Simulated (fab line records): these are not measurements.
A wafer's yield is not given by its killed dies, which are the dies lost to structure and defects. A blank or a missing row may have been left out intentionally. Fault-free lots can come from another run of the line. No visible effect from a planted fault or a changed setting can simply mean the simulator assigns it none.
Chamber matching -- flow nandHarc -- NHARC_P_CONTACT_CMP_24 on cmp-01 has 4 sister chambers
The step polishes, t overpolish 30 s, target thk 200 nm. 4 wafers are shown with their chamber, then 9 later ones without.

WAFERS PAIRED WITH THEIR CHAMBERS
wafer,chamber,motorCurrentA (A)
L277.4,1,13.2
L280.1,3,11.5
L282.2,0,10.1
L282.6,2,12.8

WAFERS MISSING THEIR CHAMBER
wafer,motorCurrentA (A)
L293.1,10.1
L293.2,12.2
L293.5,10.6
L296.2,12.3
L296.5,11.6
L296.6,12.8
L297.3,11.6
L297.4,13.6
L297.6,9.8

WHICH CHAMBER EACH ONE RAN IN
wafer,from the rows above,in truth
L293.1,0,0
L293.2,can't be placed: 2 or 3 or 1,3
L293.5,can't be placed: 0 or 3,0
L296.2,can't be placed: 2 or 3 or 1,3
L296.5,3,3
L296.6,can't be placed: 2 or 1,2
L297.3,3,3
L297.4,can't be placed: 1 or 2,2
L297.6,0,0
Correct placement for 4 of the 9. These rows do not allow placing 5 (true chamber among the candidates in 5). Number placed wrongly: 0.
How it was worked out, from the rows above alone: a wafer's distance from a chamber is the root of the sum, over the readings, of the square of ((its reading less the chamber's mean) divided by the reading's scatter). If the next closest chamber is less than 2 further off than the closest, the wafer can't be placed; otherwise it belongs to the closest. For every chamber, the mean is computed from those of its wafers that are shown. The scatter (one wafer shown for each chamber): square how far every hidden wafer sits from the nearest shown wafer, average those squares and take the square root.
